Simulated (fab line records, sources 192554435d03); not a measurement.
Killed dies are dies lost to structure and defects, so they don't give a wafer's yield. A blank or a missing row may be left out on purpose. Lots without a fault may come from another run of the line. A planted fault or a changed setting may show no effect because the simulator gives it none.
Chamber matching | flow n5_finfet | N5_BEOL_M1_ILD_DEP_00 on pecvd-03: 3 sister chambers
The step deposits SiOC from DEMS/O2, target thk 79 nm, time 15.3 s. 6 wafers are shown with their chamber, then 7 later ones without.

WAFERS WITH THEIR CHAMBER
wafer  | chamber | throttle_valve_pct (%) | heater_power_w (W)
L642.2 | 0       | 14.4                   | 426
L642.3 | 2       | 10.8                   | 564
L647.1 | 0       | 14.7                   | 508
L647.3 | 1       | 12.2                   | 417
L647.6 | 1       | 12.5                   | 407
L650.1 | 2       | 10.9                   | 508

WAFERS WITHOUT THEIR CHAMBER
wafer  | throttle_valve_pct (%) | heater_power_w (W)
L650.3 | 14.8                   | 474
L650.4 | 10.8                   | 523
L651.3 | 14.8                   | 526
L651.4 | 12.6                   | 417
L651.6 | 10.8                   | 550
L654.2 | 14.4                   | 526
L654.5 | 10.8                   | 575

WHICH CHAMBER EACH WENT THROUGH
wafer  | from the rows above | in truth
L650.3 | 0                   | 0
L650.4 | 2                   | 2
L651.3 | 0                   | 0
L651.4 | 1                   | 1
L651.6 | 2                   | 2
L654.2 | 0                   | 0
L654.5 | 2                   | 2
Placed correctly: 7 of 7. Can't be placed from these rows: 0. Placed wrongly: 0.
How it was worked out, from the rows above alone: a wafer's distance from a chamber is the root of the sum, over the readings, of the square of ((its reading less the chamber's mean) divided by the reading's scatter). The wafer belongs to the nearest chamber; if the next one is less than 2 further off, it can't be placed. A chamber's mean is the mean of its shown wafers. The scatter: the root of (the sum of the squares of (reading less its chamber's mean) over the shown wafers, divided by (wafers less chambers)).
